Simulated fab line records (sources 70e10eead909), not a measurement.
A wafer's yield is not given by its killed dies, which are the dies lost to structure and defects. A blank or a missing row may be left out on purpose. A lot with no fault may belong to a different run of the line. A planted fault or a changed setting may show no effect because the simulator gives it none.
The tool behind it: which one? ; flow nandHarc ; Sampling: 12 lots, 36 wafers, 3 of 1302 route steps

WHAT EACH GAUGE READ, for each wafer
NHARC_A_CONTACT_INSPECT_23.
lot;measured;on;rawDefectCount
L074;day 23 02:06;defectInspect-02;475 550 500
L078;day 23 19:07;defectInspect-01;418 443 509
L076;day 24 00:08;defectInspect-02;537 630 476
L082;day 25 23:19;defectInspect-02;758 862 767
L083;day 26 12:08;defectInspect-02;473 519 485
L086;day 27 15:15;defectInspect-02;375 552 508
L087;day 27 21:08;defectInspect-02;324 377 395
L089;day 28 04:32;defectInspect-02;564 493 402
L090;day 29 23:19;defectInspect-01;528 495 872
L093;day 30 17:52;defectInspect-02;412 509 443
L094;day 31 01:01;defectInspect-01;639 477 772
L097;day 32 06:55;defectInspect-01;611 589 566

TOOL THAT RAN EACH LOT (tool first, then ch and the chambers of the sampled wafers, then the start)
lot;NHARC_A_CONTACT_ETCH_134;NHARC_A_CONTACT_ALD_18
L074;harCapEtch-01 ch 0,1, day 22 21:40;aldMetal-02 ch 1,3, day 23 00:37
L078;harCapEtch-02 ch 0,1, day 23 14:31;aldMetal-01 ch 0,2,3, day 23 17:36
L076;harCapEtch-02 ch 0,1, day 23 19:30;aldMetal-01 ch 2,3, day 23 22:32
L082;harCapEtch-02 ch 0,1, day 25 18:37;aldMetal-04 ch 2,3, day 25 21:47
L083;harCapEtch-03 ch 0,1, day 26 07:34;aldMetal-04 ch 1,2,3, day 26 10:42
L086;harCapEtch-02 ch 0,1, day 27 10:33;aldMetal-04 ch 0,2,3, day 27 13:49
L087;harCapEtch-03 ch 0,1, day 27 16:37;aldMetal-02 ch 0,2, day 27 19:37
L089;harCapEtch-02 ch 0,1, day 27 23:42;aldMetal-04 ch 0,3, day 28 03:04
L090;harCapEtch-02 ch 0,1, day 29 18:22;aldMetal-01 ch 2,3, day 29 21:49
L093;harCapEtch-03 ch 0,1, day 30 12:52;aldMetal-02 ch 1,2,3, day 30 16:22
L094;harCapEtch-03 ch 0,1, day 30 20:27;aldMetal-04 ch 0,2, day 30 23:28
L097;harCapEtch-02 ch 0,1, day 32 02:23;aldMetal-04 ch 0,1,3, day 32 05:27
- NHARC_A_CONTACT_ETCH_134: etches the open film in C4F8/O2/Ar, time 140 s, target depth 700 nm.
- NHARC_A_CONTACT_ALD_18: deposits TiN, target thk 3 nm, pulse time 1 s, ald cycles 150.

THE ANSWER, worked out from the rows above alone
Rule: the usual values come from the lots themselves. Put in order of their means at a reading, lots are off if they are a third of the lots or fewer, leave a main group of 4 or more, and stand apart from it by a gap of 3 or more times the standard deviation of the main group's means; of several such gaps the widest counts. A main group whose means are all the same, to the digits that the tables above print for the reading, isn't used. A lot without any number at a reading at which 4 lots or more have one is off too. The other lots that the step has rows for count as sound.
No lot is off at any reading shown: from this, nothing can be told.

WHAT WAS PUT IN BY THE SIMULATOR
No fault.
